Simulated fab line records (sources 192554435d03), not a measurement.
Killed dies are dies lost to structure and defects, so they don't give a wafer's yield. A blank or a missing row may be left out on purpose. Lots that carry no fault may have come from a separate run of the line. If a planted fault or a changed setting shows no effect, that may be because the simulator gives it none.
Chamber matching ; flow n5-finfet ; 3 sister chambers for N5_BEOL_M5_PECVD_70 on pecvd-04
The step deposits SiO2 from TEOS/O2, target thk 16 nm, time 18 s. 3 wafers are shown with their chamber, then 9 later ones without.

== WAFERS PAIRED WITH THEIR CHAMBERS ==
wafer;chamber;throttle-valve-pct (%)
L088.3;0;22.4
L093.1;2;21.9
L093.6;1;22.7

== WAFERS WHOSE CHAMBER IS MISSING ==
wafer;throttle-valve-pct (%)
L094.2;22.5
L094.3;22.6
L094.6;21.7
L096.1;21.8
L096.3;22.4
L096.4;22.0
L097.1;21.8
L097.2;22.4
L097.5;22.1

== THE CHAMBER EACH PASSED THROUGH ==
wafer;from the rows above;in truth
L094.2;can't be placed: 0 or 1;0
L094.3;can't be placed: 1 or 0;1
L094.6;2;2
L096.1;2;2
L096.3;0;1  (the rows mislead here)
L096.4;2;2
L097.1;2;2
L097.2;0;0
L097.5;can't be placed: 2 or 0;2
5 of 9 placed correctly. These rows do not allow placing 3 (true chamber among the candidates in 3). Wrongly placed: 1.
How it was worked out, from the rows above alone: a wafer's distance from a chamber is the root of the sum, over the readings, of the square of ((its reading less the chamber's mean) divided by the reading's scatter). The wafer belongs to the nearest chamber; if the next one is less than 2 further off, it can't be placed. A chamber's mean is the mean of its shown wafers. The scatter (one wafer shown for each chamber): square how far every hidden wafer sits from the nearest shown wafer, average those squares and take the square root.
